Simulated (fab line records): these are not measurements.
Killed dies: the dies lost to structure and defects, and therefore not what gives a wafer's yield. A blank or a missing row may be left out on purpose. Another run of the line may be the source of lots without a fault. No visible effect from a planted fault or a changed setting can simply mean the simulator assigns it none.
Code-filled problem report in 8D (eight disciplines) form / flow n5Finfet / the parts of the form that need people (team, actions taken, sign-off) are left out

## 1. PROBLEM STATEMENT
spinSpeedRpm at N5_DUMMY_GATE_COAT_09 reads a mean of 1466.3 rpm on 9 wafers of 3 lots; wafers without a fault read 1499.8 rpm with a standard deviation of 1.1. Measured from the usual mean, that is -30 standard deviations.
The step: resist thk 30 nm.
First seen on wafer L514.2, day 5 10:08, on lithoTrack-04. Wafers with a number at this step in the record: 30, from 10 lots. Rule for "out" (also "out of limits"): further than 4 standard deviations from the usual mean. Any other wafer with a number is counted as sound.

## 2. WHAT THIS IS AND IS NOT
question=which readings at this step | is=spinSpeedRpm | is not=-
question=which lots | is=L514, L516, L517 | is not=L506, L508, L511, L512, L520, L523, L525
question=which wafers of those lots | is=all that have a number | is not=-
question=read on which tools | is=lithoTrack-04 | is not=lithoTrack-01, lithoTrack-02
question=when | is=from day 5 10:08 | is not=up to then (12 sound wafers); but 9 sound wafers of L520, L523, L525 came after

## 3. WHAT RULES OUT EACH SUSPECT
Counting: a tool at any process step up to the reading remains a suspect when it ran all the lots that are out and ran no sound lot after the first of those.
- lithoTrack-04 at N5_DUMMY_GATE_COAT_09 (resist thk 30 nm): kept. Every lot that is out went through it, starting with L514 (day 5 10:08), and after that it ran no sound lot; the last sound lot it ran before then is L511 (day 4 17:11). Its own spinSpeedRpm readings are out on those wafers.
The count leaves lithoTrack-04 at N5_DUMMY_GATE_COAT_09.

## 4. THE CAUSE (what the simulator had put in)
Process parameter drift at N5_DUMMY_GATE_COAT_09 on lithoTrack-04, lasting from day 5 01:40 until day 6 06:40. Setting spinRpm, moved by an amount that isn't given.
The count eliminated every tool but this one.

## 5. THE CHAIN OF EFFECTS, in route order
Each row: a reading whose mean over the struck wafers that have a number lies more than 3 standard deviations from the usual. Readings are gone through only where the record gives a usual standard deviation; hours: the median, over the lots, of the time from a lot's start at the first step in this table giving one to that lot's start at this step; sigmas: the change measured in usual standard deviations.
hours=0; step=N5_DUMMY_GATE_COAT_09; reading=spinSpeedRpm; usual=1499.8 rpm; on struck wafers=1466.3; change=-33.5; sigmas=-30
The process steps in it:
- N5_DUMMY_GATE_COAT_09: resist thk 30 nm.
At these later measuring or inspecting steps, every struck wafer for which the step has a row has a number for every such reading, and none has moved that far: N5_BEOL_M4_RC_MEAS_101.

## 6. HOW IT WOULD HAVE BEEN CAUGHT EARLIER
First out-of-limits reading in this record: day 5 10:08, which is 8 hours after fault onset at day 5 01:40.
